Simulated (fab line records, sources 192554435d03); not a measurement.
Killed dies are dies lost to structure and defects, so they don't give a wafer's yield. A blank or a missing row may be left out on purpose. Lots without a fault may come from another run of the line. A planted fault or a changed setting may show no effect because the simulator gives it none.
Chamber matching | flow n5_finfet | N5_BEOL_M1_DESCUM_33 on rie_diel-04: 4 sister chambers
The step chemistry O2, time 7 s. 27 wafers are shown with their chamber, then 12 later ones without.

WAFERS WITH THEIR CHAMBER
wafer  | chamber | throttle_valve_pct (%) | showerhead_plenum_p_Torr (Torr) | oes_product_au (a.u.)
L074.2 | 3       | 20.81                  | 2.09                            | 0.72
L074.3 | 0       | 20.57                  | 2.06                            | 0.72
L074.4 | 1       | 20.52                  | 2.05                            | 0.89
L077.3 | 1       | 20.53                  | 2.05                            | 0.88
L077.4 | 2       | 20.14                  | 2.00                            | 0.78
L077.5 | 1       | 20.55                  | 2.05                            | 0.88
L080.2 | 1       | 20.54                  | 2.05                            | 0.87
L080.4 | 0       | 20.60                  | 2.06                            | 0.71
L080.6 | 0       | 20.59                  | 2.06                            | 0.72
L081.2 | 0       | 20.59                  | 2.06                            | 0.72
L081.3 | 2       | 20.15                  | 2.00                            | 0.78
L081.5 | 1       | 20.57                  | 2.05                            | 0.87
L083.1 | 0       | 20.60                  | 2.06                            | 0.71
L083.2 | 1       | 20.55                  | 2.05                            | 0.86
L083.6 | 3       | 20.83                  | 2.08                            | 0.70
L085.1 | 2       | 20.14                  | 2.00                            | 0.77
L085.3 | 0       | 20.62                  | 2.06                            | 0.70
L085.6 | 0       | 20.60                  | 2.06                            | 0.71
L089.1 | 2       | 20.17                  | 1.99                            | 0.76
L089.3 | 0       | 20.61                  | 2.05                            | 0.70
L089.4 | 1       | 20.56                  | 2.04                            | 0.85
L092.1 | 3       | 20.84                  | 2.08                            | 0.69
L092.3 | 0       | 20.62                  | 2.05                            | 0.69
L092.6 | 0       | 20.62                  | 2.05                            | 0.70
L093.3 | 2       | 20.16                  | 1.99                            | 0.75
L093.5 | 0       | 20.61                  | 2.05                            | 0.69
L093.6 | 3       | 20.86                  | 2.07                            | 0.69

SIGNATURES (means of the wafers above)
reading                  | chamber 0 | chamber 1 | chamber 2 | chamber 3 | scatter within a chamber
throttle_valve_pct       | 20.6027   | 20.5457   | 20.1520   | 20.8350   | 0.0164
showerhead_plenum_p_Torr | 2.0564    | 2.0486    | 1.9960    | 2.0800    | 0.00536
oes_product_au           | 0.7064    | 0.8714    | 0.7680    | 0.7000    | 0.0125
Rule: a wafer's distance from a chamber is the root of the sum, over the readings, of the square of ((its reading less the chamber's mean) divided by the reading's scatter). The wafer belongs to the nearest chamber; if the next one is less than 2 further off, it can't be placed. The scatter: the root of (the sum of the squares of (reading less its chamber's mean) over the shown wafers, divided by (wafers less chambers)).

WAFERS WITHOUT THEIR CHAMBER
wafer  | throttle_valve_pct (%) | showerhead_plenum_p_Torr (Torr) | oes_product_au (a.u.)
L095.1 | 20.58                  | 2.04                            | 0.83
L095.2 | 20.17                  | 1.99                            | 0.75
L095.3 | 20.64                  | 2.05                            | 0.69
L095.4 | 20.18                  | 1.99                            | 0.75
L095.5 | 20.64                  | 2.05                            | 0.69
L095.6 | 20.58                  | 2.04                            | 0.84
L096.1 | 20.59                  | 2.04                            | 0.84
L096.2 | 20.63                  | 2.05                            | 0.69
L096.4 | 20.64                  | 2.05                            | 0.69
L097.3 | 20.19                  | 1.99                            | 0.75
L097.5 | 20.59                  | 2.04                            | 0.83
L097.6 | 20.19                  | 1.99                            | 0.75

WHICH CHAMBER EACH WENT THROUGH
wafer  | from the rows above | in truth
L095.1 | 1                   | 1
L095.2 | 2                   | 2
L095.3 | 0                   | 0
L095.4 | 2                   | 2
L095.5 | 0                   | 0
L095.6 | 1                   | 1
L096.1 | 1                   | 1
L096.2 | 0                   | 0
L096.4 | 0                   | 0
L097.3 | 2                   | 2
L097.5 | 1                   | 1
L097.6 | 2                   | 2
Placed correctly: 12 of 12. Can't be placed from these rows: 0. Placed wrongly: 0.
